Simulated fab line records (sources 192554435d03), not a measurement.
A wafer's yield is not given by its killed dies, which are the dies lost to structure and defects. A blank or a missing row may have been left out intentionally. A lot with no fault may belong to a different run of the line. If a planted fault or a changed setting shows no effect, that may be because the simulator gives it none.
Matching of chambers + flow n5 finfet + N5_BEOL_M2_DESCUM_33 on rie diel-01 has 4 sister chambers
The step chemistry O2, time 7 s. 4 wafers are shown with their chamber, then 7 later ones without.

WAFERS PAIRED WITH THEIR CHAMBERS
| wafer  | chamber | drypump motor current A (A) |
|--------|---------|-----------------------------|
| L080.2 | 1       | 5.3                         |
| L080.4 | 2       | 5.9                         |
| L084.3 | 3       | 5.3                         |
| L084.5 | 0       | 5.9                         |

WAFERS WHOSE CHAMBER IS MISSING
| wafer  | drypump motor current A (A) |
|--------|-----------------------------|
| L084.6 | 5.3                         |
| L093.1 | 5.3                         |
| L093.2 | 5.9                         |
| L093.6 | 5.2                         |
| L095.2 | 5.9                         |
| L095.3 | 5.3                         |
| L095.6 | 5.9                         |

WHICH CHAMBER EACH WENT THROUGH
| wafer  | from the rows above     | in truth |
|--------|-------------------------|----------|
| L084.6 | can't be placed: 1 or 3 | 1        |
| L093.1 | can't be placed: 1 or 3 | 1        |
| L093.2 | can't be placed: 0 or 2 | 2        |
| L093.6 | can't be placed: 1 or 3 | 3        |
| L095.2 | can't be placed: 0 or 2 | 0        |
| L095.3 | can't be placed: 1 or 3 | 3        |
| L095.6 | can't be placed: 0 or 2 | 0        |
Correct placement for 0 of the 7. From these rows, 7 cannot be placed; in 7 the true chamber is one of the candidates. 0 placed wrongly.
How it was worked out, from the rows above alone: a wafer's distance from a chamber is the root of the sum, over the readings, of the square of ((its reading less the chamber's mean) divided by the reading's scatter). If the next closest chamber is less than 2 further off than the closest, the wafer can't be placed; otherwise it belongs to the closest. The mean given for a chamber averages the wafers shown for that chamber. The scatter: root of mean squared gap, hidden wafer to nearest shown wafer, with one shown wafer a chamber.
